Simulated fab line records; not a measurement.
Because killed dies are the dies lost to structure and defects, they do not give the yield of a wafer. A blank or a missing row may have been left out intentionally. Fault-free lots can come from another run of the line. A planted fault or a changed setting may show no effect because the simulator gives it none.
Chamber matching :: flow n5Finfet :: N5_BEOL_M1_DEP_57 on pecvd-03: 3 sister chambers
The step deposits SiCN from 3MS/NH3, target thk 8 nm, time 14 s. 20 wafers are shown with their chamber, then 10 later ones without.

WAFERS PAIRED WITH THEIR CHAMBERS
wafer: L075.3
chamber: 1
throttleValvePct (%): 9.3
showerheadPlenumPTorr (Torr): 3.662

wafer: L075.4
chamber: 1
throttleValvePct (%): 9.3
showerheadPlenumPTorr (Torr): 3.660

wafer: L075.6
chamber: 0
throttleValvePct (%): 8.5
showerheadPlenumPTorr (Torr): 3.664

wafer: L076.2
chamber: 2
throttleValvePct (%): 8.4
showerheadPlenumPTorr (Torr): 3.658

wafer: L076.3
chamber: 1
throttleValvePct (%): 9.4
showerheadPlenumPTorr (Torr): 3.670

wafer: L076.5
chamber: 0
throttleValvePct (%): 8.6
showerheadPlenumPTorr (Torr): 3.663

wafer: L079.2
chamber: 1
throttleValvePct (%): 9.2
showerheadPlenumPTorr (Torr): 3.654

wafer: L079.3
chamber: 2
throttleValvePct (%): 8.4
showerheadPlenumPTorr (Torr): 3.653

wafer: L079.6
chamber: 2
throttleValvePct (%): 8.2
showerheadPlenumPTorr (Torr): 3.651

wafer: L080.2
chamber: 2
throttleValvePct (%): 8.2
showerheadPlenumPTorr (Torr): 3.651

wafer: L080.3
chamber: 0
throttleValvePct (%): 8.9
showerheadPlenumPTorr (Torr): 3.665

wafer: L080.6
chamber: 2
throttleValvePct (%): 8.3
showerheadPlenumPTorr (Torr): 3.649

wafer: L081.2
chamber: 1
throttleValvePct (%): 9.0
showerheadPlenumPTorr (Torr): 3.654

wafer: L081.5
chamber: 2
throttleValvePct (%): 8.5
showerheadPlenumPTorr (Torr): 3.648

wafer: L081.6
chamber: 0
throttleValvePct (%): 8.5
showerheadPlenumPTorr (Torr): 3.672

wafer: L082.1
chamber: 1
throttleValvePct (%): 9.1
showerheadPlenumPTorr (Torr): 3.657

wafer: L082.3
chamber: 2
throttleValvePct (%): 8.6
showerheadPlenumPTorr (Torr): 3.664

wafer: L082.4
chamber: 1
throttleValvePct (%): 9.4
showerheadPlenumPTorr (Torr): 3.653

wafer: L087.3
chamber: 0
throttleValvePct (%): 8.7
showerheadPlenumPTorr (Torr): 3.651

wafer: L087.5
chamber: 2
throttleValvePct (%): 8.3
showerheadPlenumPTorr (Torr): 3.656

SIGNATURES, as means of the wafers listed above
reading: throttleValvePct
chamber 0: 8.640
chamber 1: 9.243
chamber 2: 8.363
scatter within a chamber: 0.151

reading: showerheadPlenumPTorr
chamber 0: 3.66300
chamber 1: 3.65857
chamber 2: 3.65375
scatter within a chamber: 0.00618
Rule: a wafer's distance from a chamber is the root of the sum, over the readings, of the square of ((its reading less the chamber's mean) divided by the reading's scatter). If the next closest chamber is less than 2 further off than the closest, the wafer can't be placed; otherwise it belongs to the closest. The scatter: the root of (the sum of the squares of (reading less its chamber's mean) over the shown wafers, divided by (wafers less chambers)).

WAFERS MISSING THEIR CHAMBER
wafer: L087.6
throttleValvePct (%): 9.0
showerheadPlenumPTorr (Torr): 3.659

wafer: L088.1
throttleValvePct (%): 9.4
showerheadPlenumPTorr (Torr): 3.656

wafer: L088.5
throttleValvePct (%): 9.2
showerheadPlenumPTorr (Torr): 3.653

wafer: L088.6
throttleValvePct (%): 8.3
showerheadPlenumPTorr (Torr): 3.645

wafer: L090.2
throttleValvePct (%): 9.1
showerheadPlenumPTorr (Torr): 3.661

wafer: L090.4
throttleValvePct (%): 8.3
showerheadPlenumPTorr (Torr): 3.654

wafer: L090.5
throttleValvePct (%): 8.7
showerheadPlenumPTorr (Torr): 3.667

wafer: L093.1
throttleValvePct (%): 8.5
showerheadPlenumPTorr (Torr): 3.657

wafer: L093.3
throttleValvePct (%): 8.2
showerheadPlenumPTorr (Torr): 3.651

wafer: L093.4
throttleValvePct (%): 8.7
showerheadPlenumPTorr (Torr): 3.662

EACH ONE'S CHAMBER
wafer: L087.6
from the rows above: can't be placed: 1 or 0
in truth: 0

wafer: L088.1
from the rows above: 1
in truth: 1

wafer: L088.5
from the rows above: 1
in truth: 1

wafer: L088.6
from the rows above: 2
in truth: 2

wafer: L090.2
from the rows above: 1
in truth: 1

wafer: L090.4
from the rows above: 2
in truth: 2

wafer: L090.5
from the rows above: 0
in truth: 0

wafer: L093.1
from the rows above: can't be placed: 2 or 0
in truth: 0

wafer: L093.3
from the rows above: 2
in truth: 2

wafer: L093.4
from the rows above: 0
in truth: 0
Placed correctly: 8 of 10. Can't be placed from these rows: 2 (the true chamber is among the candidates in 2). 0 placed wrongly.
